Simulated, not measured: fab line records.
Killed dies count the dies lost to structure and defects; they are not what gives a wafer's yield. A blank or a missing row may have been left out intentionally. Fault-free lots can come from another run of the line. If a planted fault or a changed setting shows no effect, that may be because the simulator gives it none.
fab line records | flow n5Finfet
[record] lots = 7 | wafers = 21
route steps=1938 shown BEOL_M0_SAQP@663 BEOL_M0@715 BEOL_M1@770 BEOL_M2@841 BEOL_M5@1112
startH: hours from the record's first day to the start of the lot's first wafer shown | waitH: hours elapsed since this lot's preceding step | " same as the row above | L1.1+2: a row that stands for several wafers | - either no value or no given start | * or withheld: withheld | < > ~ a bound
route shown NAME@n: names a module that has steps shown in the file, with the first one's number in the route | usual: average and standard deviation across the fault-free wafers | same: alike in all rows | chamber/n: place in a boat | sites: per-site readings | _std_site: standard deviation of those values | _edge_site: inner sites' mean taken away from outer sites' mean | radiusMm: how far each site lies from the wafer's centre | mask NAME#n: copy n | behind: the most recent tool/chamber to have shaped the wafer | hold: cause of the lot's hold/its duration in hours/its outcome | device: names the non-switching transistor (n, p or np) | end of line: the tests these same wafers got at the end of their route | a step without rows: its recipe alone | killed: dies that structure and defects cost at the first sort, which is not the same as the wafer's yield | map: a wafer's dies, marking killed ones x, the rest . and places with no die _
set.NAME: the setting as run; set.NAME@STEP: as run at that earlier step | model.NAME: the simulator's own value behind a step, which no gauge read
lots with deliberately changed settings; one table per step, one row per wafer
[[steps]]
[step N5_BEOL_M0_SAQP_SPACER1_ALD_98]
[recipe] material = SiO2 | targetThkA = 128 | tempC = 300 | aldPrecursorFamily = BDEAS | aldCoReactant = O2-plasma | pulseTimeS = 1 | purgeTimeS = 2 | coReactantPurgeTimeS = 2 | aldCycles = 138 | pressureTorr = 2
lot.wafer  | tool      | chamber | startH | waitH | set.tempC | model.SiO2_of_BEOL_M0_SAQP_SPACER1_ALD_98.thkNm
L074.1     | aldSin-03 | 1       | 109.08 | 0.3   | 311.5     | 12.6
L074.3+6   | "         | 0,2     | "      | "     | 300       | 12.8
L080.1+6   | aldSin-04 | 1,2     | 151.30 | 0.3   | 300       | 12.8
L080.2     | "         | 2       | "      | "     | 304       | 12.8
L087.2+5   | aldSin-02 | 0,1     | 197.95 | 0.3   | 300       | 12.8
L087.4     | "         | 1       | "      | "     | 305       | 12.8
L088.2+6   | aldSin-02 | 3       | 198.41 | 0.3   | 300       | 12.8
L088.5     | "         | 0       | "      | "     | 290.1     | 13.2
L090.1+3+6 | aldSin-03 | 1,0,2   | 215.74 | 0.3   | 300       | 12.8
L093.1+4   | aldSin-04 | 3,2     | 230.28 | 0.3   | 300       | 12.8
L093.6     | "         | 3       | "      | "     | 294.8     | 13
L095.3+6   | aldSin-03 | 0       | 236.18 | 0.1   | 287.1     | 13.4
L095.4     | "         | 1       | "      | "     | 300       | 12.6
[step N5_BEOL_M0_SAQP_SPACER1_ETCHBACK_99]
[recipe] chemistry = CHF3/O2 | mode = anisotropicEtchback | target = SiO2 | targetDepthA = 154 | timeS = 7.7 | pressureMtorr = 30 | sourceW = 650 | biasW = 170 | Ar_flow_sccm = 200 | CHF3_flow_sccm = 50 | O2_flow_sccm = 5 | ionEnergyEv = 200
[step N5_BEOL_M0_SAQP_MANDREL1_REMOVE_100]
[recipe] chemistry = HBr/Cl2/O2 | btTimeS = 10 | target = a-Si | stopOn = SiNx | endpoint = OES-SiCl | overEtchFrac = 0.85 | icpW = 600 | biasW = 30 | HBr_flow_sccm = 150 | Cl2_flow_sccm = 80 | O2_flow_sccm = 5 | pressureMtorr = 10
lot.wafer  | tool     | chamber | startH | waitH | set.tempC@BEOL_M0_SAQP_SPACER1_ALD_98 | model.SiO2_of_BEOL_M0_SAQP_SPACER1_ALD_98.thkNm | model.BEOL_M0_SAQP.cdNm
L074.1     | rieSi-04 | 2       | 109.64 | 0.1   | 311.5                                 | 7.2                                             | 12.6
L074.3     | "        | 3       | "      | "     | 300                                   | 7.4                                             | 12.8
L074.6     | "        | 1       | "      | "     | 300                                   | 7.4                                             | 13
L080.1+6   | rieSi-01 | 2,3     | 151.87 | 0.1   | 300                                   | 7.4                                             | 12.8
L080.2     | "        | 0       | "      | "     | 304                                   | 7.4                                             | 12.8
L087.2     | rieSi-01 | 0       | 198.52 | 0.1   | 300                                   | 7.4                                             | 12.8
L087.4     | "        | 3       | "      | "     | 305                                   | 7.4                                             | 12.8
L087.5     | "        | 3       | "      | "     | 300                                   | 7.6                                             | 13
L088.2+6   | rieSi-05 | 2,1     | 198.97 | 0.1   | 300                                   | 7.4                                             | 12.6
L088.5     | "        | 2       | "      | "     | 290.1                                 | 7.8                                             | 13.2
L090.1+3+6 | rieSi-01 | 0,3,3   | 216.31 | 0.1   | 300                                   | 7.4                                             | 12.8
L093.1     | rieSi-01 | 0       | 230.84 | 0.1   | 300                                   | 7.4                                             | 12.8
L093.4     | "        | 1       | "      | "     | 300                                   | 7.4                                             | 13
L093.6     | "        | 0       | "      | "     | 294.8                                 | 7.6                                             | 13.2
L095.3+6   | rieSi-04 | 1,2     | 236.74 | 0.1   | 287.1                                 | 8                                               | 13.4
L095.4     | "        | 3       | "      | "     | 300                                   | 7.4                                             | 12.6
[step N5_BEOL_M0_SAQP_ETCH_106]
[recipe] chemistry = N2/H2 | target = SOC | targetDepthA = 1500 | stopOn = SiNx | ionEnergyEv = 100 | biasW = 61 | pressureMtorr = 30 | sourceW = 850 | n2FlowSccm = 200 | h2FlowSccm = 200
lot.wafer | tool       | chamber | startH | waitH | set.targetDepthA | model.SOC_of_BEOL_M0_SAQP_COAT_105.thkNm
L074.1    | rieDiel-05 | 2       | 110.54 | -     | 1335             | 34
L074.3    | "          | 0       | "      | "     | 1500             | 23.2
L074.6    | "          | 0       | "      | "     | 1335             | 31.4
L080.1    | rieDiel-04 | 2       | 152.90 | -     | 1500             | 22.2
L080.2    | "          | 3       | "      | "     | 1500             | 24.6
L080.6    | "          | 3       | "      | "     | 1390             | 29.8
L087.2    | rieDiel-04 | 3       | 199.63 | -     | 1500             | 25.8
L087.4    | "          | 2       | "      | "     | 1615             | 17.2
L087.5    | "          | 3       | "      | "     | 1615             | 20.6
L088.2    | rieDiel-03 | 0       | 199.88 | -     | 1500             | 24.6
L088.5    | "          | 0       | "      | "     | 1500             | 24.8
L088.6    | "          | 3       | "      | "     | 1500             | 21.8
L090.1    | rieDiel-03 | 3       | 217.12 | -     | 1500             | 21
L090.3    | "          | 0       | "      | "     | 1500             | 24.4
L090.6    | "          | 3       | "      | "     | 1500             | 21.8
L093.1+6  | rieDiel-03 | 1       | 231.66 | -     | 1591             | 20.2
L093.4    | "          | 2       | "      | "     | 1500             | 22.6
L095.3    | rieDiel-05 | 0       | 237.55 | -     | 1651             | 17.2
L095.4    | "          | 2       | "      | "     | 1500             | 27.2
L095.6    | "          | 3       | "      | "     | 1500             | 24.6
[step N5_BEOL_M0_SAQP_ETCH_107]
[recipe] chemistry = CH3F/O2 | target = SiNx | targetDepthA = 300 | maskMaterial = SOC | pressureMtorr = 30 | sourceW = 395 | biasW = 73 | Ar_flow_sccm = 150 | CH3F_flow_sccm = 30 | O2_flow_sccm = 20 | ionEnergyEv = 120
lot.wafer | tool       | chamber | startH | waitH | set.targetDepthA@BEOL_M0_SAQP_ETCH_106 | model.SOC_of_BEOL_M0_SAQP_COAT_105.thkNm
L074.1    | rieDiel-05 | 2       | 110.60 | 0.0   | 1335                                   | 23.4
L074.3    | "          | 0       | "      | "     | 1500                                   | 12.2
L074.6    | "          | 0       | "      | "     | 1335                                   | 20.4
L080.1    | rieDiel-04 | 2       | 152.96 | 0.0   | 1500                                   | 11
L080.2    | "          | 3       | "      | "     | 1500                                   | 13.8
L080.6    | "          | 3       | "      | "     | 1390                                   | 18.8
L087.2    | rieDiel-04 | 3       | 199.69 | 0.0   | 1500                                   | 15
L087.4    | "          | 2       | "      | "     | 1615                                   | 6
L087.5    | "          | 3       | "      | "     | 1615                                   | 10
L088.2    | rieDiel-03 | 0       | 199.94 | 0.0   | 1500                                   | 13.4
L088.5    | "          | 0       | "      | "     | 1500                                   | 14
L088.6    | "          | 3       | "      | "     | 1500                                   | 10.4
L090.1    | rieDiel-03 | 3       | 217.18 | 0.0   | 1500                                   | 9.6
L090.3    | "          | 0       | "      | "     | 1500                                   | 13.6
L090.6    | "          | 3       | "      | "     | 1500                                   | 10.6
L093.1    | rieDiel-03 | 1       | 231.72 | 0.0   | 1591                                   | 9.2
L093.4    | "          | 2       | "      | "     | 1500                                   | 11.4
L093.6    | "          | 1       | "      | "     | 1591                                   | 9
L095.3    | rieDiel-05 | 0       | 237.61 | 0.0   | 1651                                   | 6.2
L095.4    | "          | 2       | "      | "     | 1500                                   | 16.4
L095.6    | "          | 3       | "      | "     | 1500                                   | 13.6
[step N5_BEOL_M0_ETCH_138]
[recipe] chemistry = CH3F/O2 | targetDepthA = 120 | target = SiCN | timeS = 31.6 | ionEnergyEv = 120 | pressureMtorr = 30 | sourceW = 395 | biasW = 75 | Ar_flow_sccm = 150 | CH3F_flow_sccm = 30 | O2_flow_sccm = 20 | ends = cleared
[usual] rfVppV = 297.2/1.7
lot.wafer | tool       | chamber | startH | waitH | set.biasW | rfVppV
L074.1    | rieDiel-06 | 1       | 116.01 | 0.0   | 75        | 297.3
L074.3    | "          | 3       | "      | "     | 75        | 296.4
L074.6    | "          | 3       | "      | "     | 75        | 297.2
L080.1    | rieDiel-01 | 2       | 156.86 | 0.0   | 75        | 296.7
L080.2    | "          | 3       | "      | "     | 75        | 294.8
L080.6    | "          | 2       | "      | "     | 75        | 296.0
L087.2    | rieDiel-02 | 0       | 203.22 | 0.0   | 67.94     | 277.0
L087.4    | "          | 1       | "      | "     | 75        | 295.5
L087.5    | "          | 0       | "      | "     | 75        | 294.3
L088.2    | rieDiel-02 | 0       | 203.78 | 0.0   | 81.31     | 310.9
L088.5    | "          | 2       | "      | "     | 75        | 300.2
L088.6    | "          | 3       | "      | "     | 81.31     | 311.4
L090.1    | rieDiel-01 | 2       | 220.43 | 0.0   | 75        | 296.1
L090.3    | "          | 3       | "      | "     | 75        | 296.6
L090.6    | "          | 1       | "      | "     | 75        | 296.3
L093.1    | rieDiel-06 | 2       | 235.20 | 0.0   | 75        | 297.8
L093.4    | "          | 3       | "      | "     | 61.76     | 262.5
L093.6    | "          | 1       | "      | "     | 61.76     | 262.2
L095.3    | rieDiel-02 | 2       | 241.06 | 0.0   | 75        | 300.5
L095.4    | "          | 0       | "      | "     | 75        | 294.2
L095.6    | "          | 2       | "      | "     | 75        | 299.3
[step N5_BEOL_M0_TRENCH_ETCH_107]
[recipe] chemistry = C4F6/O2 | targetDepthA = 328 | target = SiOC | timeS = 16.4 | ionEnergyEv = 250 | pressureMtorr = 30 | sourceW = 355 | biasW = 185 | Ar_flow_sccm = 300 | C4F6_flow_sccm = 10 | O2_flow_sccm = 10
lot.wafer | tool       | chamber | startH | waitH | set.targetDepthA | model.BEOL_M0.featureDepthNm
L074.1    | rieDiel-06 | 2       | 118.81 | 0.0   | 328              | 33.4
L074.3    | "          | 1       | "      | "     | 328              | 33
L074.6    | "          | 2       | "      | "     | 328              | 33.2
L080.1    | rieDiel-02 | 0       | 162.17 | 0.0   | 328              | 32.4
L080.2    | "          | 2       | "      | "     | 328              | 33
L080.6    | "          | 0       | "      | "     | 306.6            | 30.6
L087.2    | rieDiel-01 | 2       | 203.68 | 0.0   | 328              | 32.8
L087.4    | "          | 1       | "      | "     | 328              | 33.6
L087.5    | "          | 2       | "      | "     | 362.5            | 36.4
L088.2+5  | rieDiel-02 | 2,0     | 213.18 | 0.0   | 328              | 32.2
L088.6    | "          | 1       | "      | "     | 328              | 31.6
L090.1    | rieDiel-06 | 0       | 223.07 | 0.0   | 328              | 33
L090.3    | "          | 2       | "      | "     | 328              | 33.2
L090.6    | "          | 3       | "      | "     | 328              | 33.6
L093.1+4  | rieDiel-02 | 2       | 238.73 | 0.0   | 328              | 32.2
L093.6    | "          | 3       | "      | "     | 328              | 32
L095.3    | rieDiel-02 | 3       | 242.15 | 0.0   | 328              | 32.2
L095.4+6  | "          | 0,2     | "      | "     | 296.7            | 29
[step N5_BEOL_M0_STRIP_142]
[recipe] chemistry = N2/H2 | timeS = 10 | powerW = 450 | tempC = 40 | pressureMtorr = 20 | rfFrequencyHz = 6e+07 | biasPowerW = 7 | n2FlowSccm = 200 | h2FlowSccm = 200
[step N5_BEOL_M0_OCD_MEAS_108]
[usual] trenchDepthNm = 32.7/0.63
lot.wafer | tool   | chamber | startH | waitH | set.targetDepthA@BEOL_M0_TRENCH_ETCH_107 | trenchDepthNm
L074.1    | ocd-01 | -       | 118.92 | 0.1   | 328                                      | 33.3
L074.3    | "      | -       | "      | "     | 328                                      | 32.7
L074.6    | "      | -       | "      | "     | 328                                      | 33.2
L080.1    | ocd-01 | -       | 162.28 | 0.1   | 328                                      | 32.2
L080.2    | "      | -       | "      | "     | 328                                      | 33.5
L080.6    | "      | -       | "      | "     | 306.6                                    | 30.2
L087.2    | ocd-01 | -       | 203.79 | 0.1   | 328                                      | 33.1
L087.4    | "      | -       | "      | "     | 328                                      | 34.3
L087.5    | "      | -       | "      | "     | 362.5                                    | 36.7
L088.2    | ocd-01 | -       | 213.29 | 0.1   | 328                                      | 32.1
L088.5    | "      | -       | "      | "     | 328                                      | 32.2
L088.6    | "      | -       | "      | "     | 328                                      | 31.7
L090.1    | ocd-01 | -       | 223.18 | 0.1   | 328                                      | 32.9
L090.3    | "      | -       | "      | "     | 328                                      | 33.1
L090.6    | "      | -       | "      | "     | 328                                      | 33.8
L093.1    | ocd-02 | -       | 238.83 | 0.1   | 328                                      | 32.1
L093.4    | "      | -       | "      | "     | 328                                      | 32.1
L093.6    | "      | -       | "      | "     | 328                                      | 32.2
L095.3    | ocd-02 | -       | 242.26 | 0.1   | 328                                      | 32.0
L095.4    | "      | -       | "      | "     | 296.7                                    | 28.9
L095.6    | "      | -       | "      | "     | 296.7                                    | 28.6
[step N5_BEOL_M1_ETCH_64]
[recipe] chemistry = N2/H2 | target = SOC | targetDepthA = 750 | overetchA = 150 | maskMaterial = SiARC | tempC = 40 | timeS = 112.5 | ionEnergyEv = 200 | pressureMtorr = 30 | sourceW = 840 | biasW = 150 | n2FlowSccm = 200 | h2FlowSccm = 200
[usual] rfVppV = 524.0/1.9
lot.wafer | tool       | chamber | startH | waitH | set.sourceW | rfVppV
L074.1    | rieDiel-05 | 2       | 124.05 | 0.0   | 840         | 523.2
L074.3    | "          | 1       | "      | "     | 840         | 523.4
L074.6    | "          | 3       | "      | "     | 884.9       | 515.7
L080.1    | rieDiel-04 | 1       | 169.19 | 0.0   | 840         | 522.7
L080.2    | "          | 2       | "      | "     | 840         | 520.1
L080.6    | "          | 2       | "      | "     | 840         | 519.5
L087.2    | rieDiel-04 | 3       | 209.47 | 0.0   | 975.1       | 497.9
L087.4    | "          | 2       | "      | "     | 975.1       | 493.6
L087.5    | "          | 3       | "      | "     | 840         | 522.9
L088.2    | rieDiel-05 | 1       | 218.00 | 0.0   | 782         | 536.2
L088.5    | "          | 0       | "      | "     | 782         | 537.8
L088.6    | "          | 3       | "      | "     | 840         | 523.7
L090.1    | rieDiel-04 | 2       | 230.28 | 0.0   | 840         | 521.3
L090.3    | "          | 0       | "      | "     | 840         | 523.5
L090.6    | "          | 2       | "      | "     | 840         | 519.2
L093.1    | rieDiel-05 | 1       | 243.10 | 0.0   | 840         | 522.7
L093.4    | "          | 3       | "      | "     | 840         | 522.9
L093.6    | "          | 2       | "      | "     | 707.7       | 553.6
L095.3    | rieDiel-03 | 0       | 247.85 | 0.0   | 840         | 522.8
L095.4    | "          | 3       | "      | "     | 840         | 526.9
L095.6    | "          | 2       | "      | "     | 883.6       | 516.1
[step N5_BEOL_M2_ILD_DEP_00]
[recipe] material = SiOC | targetThkA = 790 | tempC = 350 | precursor = DEMS/O2 | pressureTorr = 5 | rfW = 500 | timeS = 15.3
lot.wafer | tool     | chamber | startH | waitH | set.timeS | model.SiOC_of_BEOL_M2_ILD_DEP_00.thkNm
L074.1    | pecvd-02 | 0       | 137.13 | 0.0   | 17.43     | 88.2
L074.3    | "        | 2       | "      | "     | 15.3      | 78
L074.6    | "        | 0       | "      | "     | 17.43     | 90.2
L080.1    | pecvd-02 | 2       | 179.50 | 0.0   | 14.23     | 73
L080.2    | "        | 0       | "      | "     | 14.23     | 73.6
L080.6    | "        | 2       | "      | "     | 15.3      | 79.8
L087.2    | pecvd-04 | 1       | 220.82 | 0.0   | 13.76     | 70.4
L087.4    | "        | 2       | "      | "     | 13.76     | 71.4
L087.5    | "        | 1       | "      | "     | 15.3      | 80.2
L088.2+5  | pecvd-03 | 2,0     | 223.98 | 0.0   | 15.3      | 79.2
L088.6    | "        | 2       | "      | "     | 15.3      | 79.8
L090.1    | pecvd-02 | 1       | 239.77 | 0.0   | 15.3      | 77.8
L090.3    | "        | 0       | "      | "     | 15.3      | 78.4
L090.6    | "        | 2       | "      | "     | 15.3      | 79
L095.3    | pecvd-04 | 2       | 255.12 | 0.0   | 15.3      | 79.2
L095.4    | "        | 2       | "      | "     | 16.55     | 86.4
L095.6    | "        | 1       | "      | "     | 16.55     | 88
L093.1    | pecvd-03 | 0       | 267.49 | 0.0   | 15.3      | 77.8
L093.4    | "        | 2       | "      | "     | 15.3      | 79.6
L093.6    | "        | 0       | "      | "     | 17.18     | 89
[step N5_BEOL_M2_THK_MEAS_01]
[recipe] reads = SiOC_of_BEOL_M2_ILD_DEP_00
[usual] M2_ILD_THK = 78.9/1
lot.wafer | tool         | chamber | startH | waitH | set.timeS@BEOL_M2_ILD_DEP_00 | M2_ILD_THK[nm]
L074.1    | filmMetro-02 | -       | 137.19 | 0.0   | 17.43                        | 88.1
L074.3    | "            | -       | "      | "     | 15.3                         | 78.1
L074.6    | "            | -       | "      | "     | 17.43                        | 90.1
L080.1    | filmMetro-01 | -       | 179.58 | 0.1   | 14.23                        | 73.0
L080.2    | "            | -       | "      | "     | 14.23                        | 73.5
L080.6    | "            | -       | "      | "     | 15.3                         | 79.8
L087.2    | filmMetro-02 | -       | 220.89 | 0.1   | 13.76                        | 70.4
L087.4    | "            | -       | "      | "     | 13.76                        | 71.3
L087.5    | "            | -       | "      | "     | 15.3                         | 80.3
L088.2    | filmMetro-01 | -       | 224.05 | 0.1   | 15.3                         | 79.3
L088.5    | "            | -       | "      | "     | 15.3                         | 79.2
L088.6    | "            | -       | "      | "     | 15.3                         | 79.8
L090.1    | filmMetro-01 | -       | 239.83 | 0.0   | 15.3                         | 77.9
L090.3    | "            | -       | "      | "     | 15.3                         | 78.4
L090.6    | "            | -       | "      | "     | 15.3                         | 79.1
L095.3    | filmMetro-01 | -       | 255.19 | 0.1   | 15.3                         | 79.2
L095.4    | "            | -       | "      | "     | 16.55                        | 86.4
L095.6    | "            | -       | "      | "     | 16.55                        | 87.9
L093.1    | filmMetro-01 | -       | 267.56 | 0.0   | 15.3                         | 77.9
L093.4    | "            | -       | "      | "     | 15.3                         | 79.7
L093.6    | "            | -       | "      | "     | 17.18                        | 89.0
[step N5_BEOL_M2_ALD_98]
[recipe] material = SiO2 | targetThkA = 25 | tempC = 100 | aldPrecursorFamily = BDEAS | aldCoReactant = O2-plasma | pulseTimeS = 1 | coReactantPulseTimeS = 1 | purgeTimeS = 2 | coReactantPurgeTimeS = 2 | aldCycles = 17 | pressureTorr = 2
lot.wafer  | tool      | chamber | startH | waitH | set.aldCycles | model.SiO2_of_BEOL_M2_ALD_98.thkNm
L074.1     | aldSin-02 | 0       | 139.45 | 0.1   | 17            | 2.4
L074.3+6   | "         | 1,3     | "      | "     | 15            | 2.2
L080.1+6   | aldSin-03 | 3       | 182.82 | 0.5   | 14            | 2
L080.2     | "         | 2       | "      | "     | 17            | 2.6
L087.2     | aldSin-02 | 2       | 224.97 | 0.1   | 17            | 2.4
L087.4     | "         | 0       | "      | "     | 16            | 2.4
L087.5     | "         | 3       | "      | "     | 17            | 2.6
L088.2     | aldSin-01 | 2       | 226.36 | 0.1   | 15            | 2.2
L088.5     | "         | 3       | "      | "     | 17            | 2.6
L088.6     | "         | 0       | "      | "     | 17            | 2.4
L090.1+3+6 | aldSin-01 | 3,2,3   | 242.14 | 0.1   | 17            | 2.6
L095.3+6   | aldSin-02 | 3,1     | 258.83 | 0.1   | 19            | 2.8
L095.4     | "         | 1       | "      | "     | 17            | 2.6
L093.1     | aldSin-01 | 3       | 270.97 | 0.5   | 17            | 2.6
L093.4     | "         | 0       | "      | "     | 14            | 2
L093.6     | "         | 2       | "      | "     | 17            | 2.4
[step N5_BEOL_M5_ILD_DEP_00]
[recipe] material = SiCOH_lowk | targetThkA = 1406.4 | tempC = 300 | precursor = DEMS/porogen | pressureTorr = 5 | rfW = 500 | timeS = 25.9
lot.wafer | tool     | chamber | startH | waitH | set.timeS | model.SiCOH_lowk_of_BEOL_M5_ILD_DEP_00.thkNm
L074.1    | pecvd-03 | 2       | 173.80 | 0.8   | 25.9      | 138.6
L074.3    | "        | 0       | "      | "     | 25.9      | 139.4
L074.6    | "        | 2       | "      | "     | 25.9      | 141.4
L080.1    | pecvd-03 | 2       | 218.64 | 0.8   | 25.9      | 139
L080.2    | "        | 1       | "      | "     | 25.9      | 139.6
L080.6    | "        | 1       | "      | "     | 25.9      | 141.6
L087.2    | pecvd-03 | 2       | 254.50 | 0.7   | 25.9      | 139.6
L087.4    | "        | 2       | "      | "     | 25.9      | 142.2
L087.5    | "        | 1       | "      | "     | 24.76     | 137.6
L090.1    | pecvd-03 | 0       | 277.42 | 0.8   | 25.9      | 138.4
L090.3    | "        | 2       | "      | "     | 25.9      | 139.6
L090.6    | "        | 0       | "      | "     | 25.9      | 141.2
L088.2    | pecvd-03 | 1       | 279.68 | 0.7   | 25.9      | 139.8
L088.5    | "        | 2       | "      | "     | 25.9      | 139
L088.6    | "        | 1       | "      | "     | 25.9      | 142.2
L095.3    | pecvd-01 | 1       | 295.80 | 0.5   | 22.52     | 125.8
L095.4    | "        | 2       | "      | "     | 25.9      | 143.4
L095.6    | "        | 2       | "      | "     | 22.52     | 124.4
L093.1    | pecvd-02 | 1       | 318.29 | 0.8   | 25.9      | 140.6
L093.4    | "        | 2       | "      | "     | 25.9      | 138.2
L093.6    | "        | 1       | "      | "     | 25.9      | 140.8
[step N5_BEOL_M5_CURE_79]
[recipe] tempC = 385 | timeS = 240 | ambient = He/Ar | material = SiCOH_lowk
lot.wafer | tool      | chamber | startH | waitH | set.timeS@BEOL_M5_ILD_DEP_00 | model.SiCOH_lowk_of_BEOL_M5_ILD_DEP_00.thkNm
L074.1    | uvCure-01 | 2       | 173.86 | 0.0   | 25.9                         | 119.2
L074.3    | "         | 2       | "      | "     | 25.9                         | 119.8
L074.6    | "         | 2       | "      | "     | 25.9                         | 121.6
L080.1    | uvCure-02 | 2       | 218.72 | 0.1   | 25.9                         | 119.6
L080.2    | "         | 2       | "      | "     | 25.9                         | 120
L080.6    | "         | 2       | "      | "     | 25.9                         | 121.8
L087.2    | uvCure-03 | 0       | 254.72 | 0.2   | 25.9                         | 120.2
L087.4    | "         | 0       | "      | "     | 25.9                         | 122.4
L087.5    | "         | 0       | "      | "     | 24.76                        | 118.4
L090.1    | uvCure-02 | 2       | 277.49 | 0.0   | 25.9                         | 119
L090.3    | "         | 2       | "      | "     | 25.9                         | 120.2
L090.6    | "         | 2       | "      | "     | 25.9                         | 121.4
L088.2    | uvCure-02 | 1       | 279.82 | 0.1   | 25.9                         | 120.2
L088.5    | "         | 1       | "      | "     | 25.9                         | 119.6
L088.6    | "         | 1       | "      | "     | 25.9                         | 122.4
L095.3    | uvCure-02 | 0       | 296.02 | 0.2   | 22.52                        | 108.2
L095.4    | "         | 0       | "      | "     | 25.9                         | 123.4
L095.6    | "         | 0       | "      | "     | 22.52                        | 106.8
L093.1    | uvCure-02 | 0       | 318.35 | 0.0   | 25.9                         | 121
L093.4    | "         | 0       | "      | "     | 25.9                         | 119
L093.6    | "         | 0       | "      | "     | 25.9                         | 121.2
[step N5_BEOL_M5_THK_MEAS_01]
[recipe] reads = SiCOH_lowk_of_BEOL_M5_ILD_DEP_00
[usual] M5_ILD_THK = 121.0/1.7
lot.wafer | tool         | chamber | startH | waitH | set.timeS@BEOL_M5_ILD_DEP_00 | M5_ILD_THK[nm]
L074.1    | filmMetro-02 | -       | 174.37 | 0.4   | 25.9                         | 119.1
L074.3    | "            | -       | "      | "     | 25.9                         | 119.8
L074.6    | "            | -       | "      | "     | 25.9                         | 121.6
L080.1    | filmMetro-02 | -       | 219.24 | 0.4   | 25.9                         | 119.6
L080.2    | "            | -       | "      | "     | 25.9                         | 120.1
L080.6    | "            | -       | "      | "     | 25.9                         | 121.9
L087.2    | filmMetro-02 | -       | 255.56 | 0.7   | 25.9                         | 120.2
L087.4    | "            | -       | "      | "     | 25.9                         | 122.3
L087.5    | "            | -       | "      | "     | 24.76                        | 118.4
L090.1    | filmMetro-02 | -       | 278.00 | 0.4   | 25.9                         | 119.0
L090.3    | "            | -       | "      | "     | 25.9                         | 120.2
L090.6    | "            | -       | "      | "     | 25.9                         | 121.5
L088.2    | filmMetro-02 | -       | 280.26 | 0.4   | 25.9                         | 120.2
L088.5    | "            | -       | "      | "     | 25.9                         | 119.8
L088.6    | "            | -       | "      | "     | 25.9                         | 122.3
L095.3    | filmMetro-02 | -       | 296.38 | 0.3   | 22.52                        | 108.2
L095.4    | "            | -       | "      | "     | 25.9                         | 123.2
L095.6    | "            | -       | "      | "     | 22.52                        | 106.9
L093.1    | filmMetro-02 | -       | 318.86 | 0.4   | 25.9                         | 121.0
L093.4    | "            | -       | "      | "     | 25.9                         | 119.0
L093.6    | "            | -       | "      | "     | 25.9                         | 121.0
[step N5_BEOL_M5_COAT_66]
[recipe] resist = SiARC | tempC = 220 | timeS = 60 | spinRpm = 1500 | resistThkNm = 12
lot.wafer  | tool          | chamber | startH | waitH | set.spinRpm | model.SiARC_of_BEOL_M5_COAT_66.thkNm
L074.1+6   | lithoTrack-05 | 0       | -      | -     | 1586        | 11.6
L074.3     | "             | 0       | "      | "     | 1500        | 12
L080.1+6   | lithoTrack-05 | 0       | -      | -     | 1500        | 12
L080.2     | "             | 0       | "      | "     | 1433        | 12.4
L087.2+5   | lithoTrack-05 | 0       | -      | -     | 1500        | 12
L087.4     | "             | 0       | "      | "     | 1346        | 12.6
L090.1+3+6 | lithoTrack-04 | 0       | -      | -     | 1500        | 12
L088.2     | lithoTrack-05 | 0       | -      | -     | 1417        | 12.4
L088.5     | "             | 0       | "      | "     | 1500        | 12
L088.6     | "             | 0       | "      | "     | 1417        | 12.2
L095.3+4+6 | lithoTrack-04 | 0       | -      | -     | 1500        | 12
L093.1+4+6 | lithoTrack-02 | 0       | -      | -     | 1500        | 12
[[key]]
[split] step = N5_BEOL_M0_SAQP_SPACER1_ALD_98 | setting = tempC | stated = 300 | by = wafer
[response] step = N5_BEOL_M0_SAQP_SPACER1_ALD_98 | reading = model.SiO2_of_BEOL_M0_SAQP_SPACER1_ALD_98.thkNm | change = -0.114 | per = 1% | r = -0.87
[response] step = N5_BEOL_M0_SAQP_MANDREL1_REMOVE_100 | reading = model.SiO2_of_BEOL_M0_SAQP_SPACER1_ALD_98.thkNm | change = -0.1 | per = 1% | r = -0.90
[response] step = N5_BEOL_M0_SAQP_MANDREL1_REMOVE_100 | reading = model.BEOL_M0_SAQP.cdNm | change = -0.141 | per = 1% | r = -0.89
[split] step = N5_BEOL_M0_SAQP_ETCH_106 | setting = targetDepthA | stated = 1500 | by = wafer
[response] step = N5_BEOL_M0_SAQP_ETCH_106 | reading = model.SOC_of_BEOL_M0_SAQP_COAT_105.thkNm | change = -0.825 | per = 1% | r = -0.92
[response] step = N5_BEOL_M0_SAQP_ETCH_107 | reading = model.SOC_of_BEOL_M0_SAQP_COAT_105.thkNm | change = -0.834 | per = 1% | r = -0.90
[split] step = N5_BEOL_M0_ETCH_138 | setting = biasW | stated = 75 | by = wafer
[response] step = N5_BEOL_M0_ETCH_138 | reading = rfVppV | change = +1.88 | per = 1% | r = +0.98
[split] step = N5_BEOL_M0_TRENCH_ETCH_107 | setting = targetDepthA | stated = 328 | by = wafer
[response] step = N5_BEOL_M0_TRENCH_ETCH_107 | reading = model.BEOL_M0.featureDepthNm | change = +0.319 | per = 1% | r = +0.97
[response] step = N5_BEOL_M0_OCD_MEAS_108 | reading = trenchDepthNm | change = +0.33 | per = 1% | r = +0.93
[split] step = N5_BEOL_M1_ETCH_64 | setting = sourceW | stated = 840 | by = wafer
[response] step = N5_BEOL_M1_ETCH_64 | reading = rfVppV | change = -1.8 | per = 1% | r = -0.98
[split] step = N5_BEOL_M2_ILD_DEP_00 | setting = timeS | stated = 15.3 | by = wafer
[response] step = N5_BEOL_M2_ILD_DEP_00 | reading = model.SiOC_of_BEOL_M2_ILD_DEP_00.thkNm | change = +0.867 | per = 1% | r = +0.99
[response] step = N5_BEOL_M2_THK_MEAS_01 | reading = M2_ILD_THK | change = +0.862 | per = 1% | r = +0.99
[split] step = N5_BEOL_M2_ALD_98 | setting = aldCycles | stated = 17 | by = wafer
[response] step = N5_BEOL_M2_ALD_98 | reading = model.SiO2_of_BEOL_M2_ALD_98.thkNm | change = +0.0263 | per = 1% | r = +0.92
[split] step = N5_BEOL_M5_ILD_DEP_00 | setting = timeS | stated = 25.9 | by = wafer
[response] step = N5_BEOL_M5_ILD_DEP_00 | reading = model.SiCOH_lowk_of_BEOL_M5_ILD_DEP_00.thkNm | change = +1.34 | per = 1% | r = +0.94
[response] step = N5_BEOL_M5_CURE_79 | reading = model.SiCOH_lowk_of_BEOL_M5_ILD_DEP_00.thkNm | change = +1.16 | per = 1% | r = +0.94
[response] step = N5_BEOL_M5_THK_MEAS_01 | reading = M5_ILD_THK | change = +1.14 | per = 1% | r = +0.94
[split] step = N5_BEOL_M5_COAT_66 | setting = spinRpm | stated = 1500 | by = wafer
[response] step = N5_BEOL_M5_COAT_66 | reading = model.SiARC_of_BEOL_M5_COAT_66.thkNm | change = -0.063 | per = 1% | r = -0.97
